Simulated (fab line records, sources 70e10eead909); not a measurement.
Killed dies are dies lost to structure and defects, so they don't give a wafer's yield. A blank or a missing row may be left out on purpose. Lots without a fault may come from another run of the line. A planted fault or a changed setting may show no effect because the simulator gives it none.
Chamber matching | flow nand_harc | NHARC_A_STAIRCASE_ETCHBACK_157 on rie_diel-13: 4 sister chambers
The step etches the open film in CH3F/O2, target depth 90 nm, time 167.14 s. 20 wafers are shown with their chamber, then 10 later ones without.

WAFERS WITH THEIR CHAMBER
wafer  | chamber | showerhead_plenum_p_Torr (Torr) | drypump_motor_current_A (A) | rf_vpp_V (V)
L078.2 | 2       | 2.34                            | 5.7                         | 243.2
L078.3 | 0       | 2.33                            | 6.4                         | 241.3
L078.5 | 2       | 2.34                            | 5.7                         | 242.1
L082.1 | 2       | 2.33                            | 5.7                         | 242.6
L082.4 | 0       | 2.32                            | 6.5                         | 242.9
L082.6 | 3       | 2.53                            | 5.0                         | 243.4
L081.1 | 3       | 2.53                            | 5.0                         | 246.5
L081.2 | 2       | 2.33                            | 5.7                         | 242.5
L081.5 | 0       | 2.32                            | 6.5                         | 242.2
L083.2 | 0       | 2.32                            | 6.4                         | 242.1
L083.3 | 3       | 2.53                            | 5.0                         | 245.7
L083.6 | 2       | 2.33                            | 5.8                         | 242.9
L084.1 | 2       | 2.33                            | 5.7                         | 243.3
L084.4 | 3       | 2.53                            | 5.0                         | 246.1
L084.5 | 3       | 2.53                            | 5.0                         | 246.3
L086.2 | 0       | 2.32                            | 6.5                         | 242.7
L086.4 | 3       | 2.53                            | 5.0                         | 244.9
L086.5 | 3       | 2.53                            | 5.0                         | 244.0
L090.4 | 1       | 2.41                            | 5.2                         | 242.5
L090.5 | 2       | 2.32                            | 5.8                         | 243.0

SIGNATURES (means of the wafers above)
reading                  | chamber 0 | chamber 1 | chamber 2 | chamber 3 | scatter within a chamber
showerhead_plenum_p_Torr | 2.3220    | 2.4100    | 2.3314    | 2.5300    | 0.00478
drypump_motor_current_A  | 6.460     | 5.200     | 5.729     | 5.000     | 0.0405
rf_vpp_V                 | 242.240   | 242.500   | 242.800   | 245.271   | 0.841
Rule: a wafer's distance from a chamber is the root of the sum, over the readings, of the square of ((its reading less the chamber's mean) divided by the reading's scatter). The wafer belongs to the nearest chamber; if the next one is less than 2 further off, it can't be placed. The scatter: the root of (the sum of the squares of (reading less its chamber's mean) over the shown wafers, divided by (wafers less chambers)).

WAFERS WITHOUT THEIR CHAMBER
wafer  | showerhead_plenum_p_Torr (Torr) | drypump_motor_current_A (A) | rf_vpp_V (V)
L090.6 | 2.41                            | 5.2                         | 243.7
L091.1 | 2.31                            | 6.4                         | 242.4
L091.3 | 2.52                            | 5.0                         | 244.1
L091.4 | 2.32                            | 5.7                         | 241.9
L092.2 | 2.32                            | 5.8                         | 242.3
L092.4 | 2.32                            | 5.8                         | 243.4
L092.6 | 2.52                            | 5.0                         | 245.5
L097.1 | 2.30                            | 6.5                         | 242.2
L097.2 | 2.40                            | 5.2                         | 243.3
L097.6 | 2.51                            | 5.0                         | 245.1

WHICH CHAMBER EACH WENT THROUGH
wafer  | from the rows above | in truth
L090.6 | 1                   | 1
L091.1 | 0                   | 0
L091.3 | 3                   | 3
L091.4 | 2                   | 2
L092.2 | 2                   | 2
L092.4 | 2                   | 2
L092.6 | 3                   | 3
L097.1 | 0                   | 0
L097.2 | 1                   | 1
L097.6 | 3                   | 3
Placed correctly: 10 of 10. Can't be placed from these rows: 0. Placed wrongly: 0.
